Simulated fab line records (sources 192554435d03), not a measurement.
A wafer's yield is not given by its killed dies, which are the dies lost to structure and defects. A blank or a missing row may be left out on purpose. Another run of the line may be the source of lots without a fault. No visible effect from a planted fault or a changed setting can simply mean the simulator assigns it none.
Which tool was responsible? | flow n5Finfet | route of 1938 steps, sampled at 1 step: 11 lots, 33 wafers

== WHAT THE GAUGES READ, wafer by wafer ==
N5_BEOL_M11_OVL_MEAS_29.
lot  | measured     | on         | V10_OVL (nm)
L597 | day 10 06:53 | overlay-02 | -0.9 0.5 0.3
L600 | day 11 06:35 | overlay-02 | 0.2 -0.3 0.3
L601 | day 11 15:20 | overlay-01 | 0.1 0.8 0.5
L602 | day 11 19:56 | overlay-01 | -0.5 0.3 0.1
L608 | day 13 05:40 | overlay-01 | -0.8 0.2 -0.4
L610 | day 13 11:12 | overlay-02 | 0.8 0.0 0.5
L611 | day 14 02:54 | overlay-01 | -0.5 -1.0 -0.3
L613 | day 14 16:13 | overlay-01 | -0.3 -0.1 -0.2
L617 | day 15 14:51 | overlay-02 | -0.1 0.8 0.7
L620 | day 15 21:47 | overlay-01 | -0.9 -0.3 -0.8
L616 | day 15 21:58 | overlay-01 | 0.1 -0.6 -1.2

== WHAT TOOL EACH LOT RAN ON (gives the tool, then ch and the chambers of the sampled wafers, and finally the start) ==
The record holds no process step before these readings.

== THE ANSWER, worked out from the rows above alone ==
Rule: the lots themselves supply what counts as usual. Put in order of their means at a reading, lots are off if they are a third of the lots or fewer, leave a main group of 4 or more, and stand apart from it by a gap of 3 or more times the standard deviation of the main group's means; of several such gaps the widest counts. A main group is skipped when, at the precision printed for the reading in the tables above, its means are all equal. Also off: a lot with no number at a reading for which 4 or more lots have one. The other lots that the step has rows for count as sound.
None of the lots is off at any reading shown; this tells nothing.

== WHAT HAD BEEN PUT IN BY THE SIMULATOR ==
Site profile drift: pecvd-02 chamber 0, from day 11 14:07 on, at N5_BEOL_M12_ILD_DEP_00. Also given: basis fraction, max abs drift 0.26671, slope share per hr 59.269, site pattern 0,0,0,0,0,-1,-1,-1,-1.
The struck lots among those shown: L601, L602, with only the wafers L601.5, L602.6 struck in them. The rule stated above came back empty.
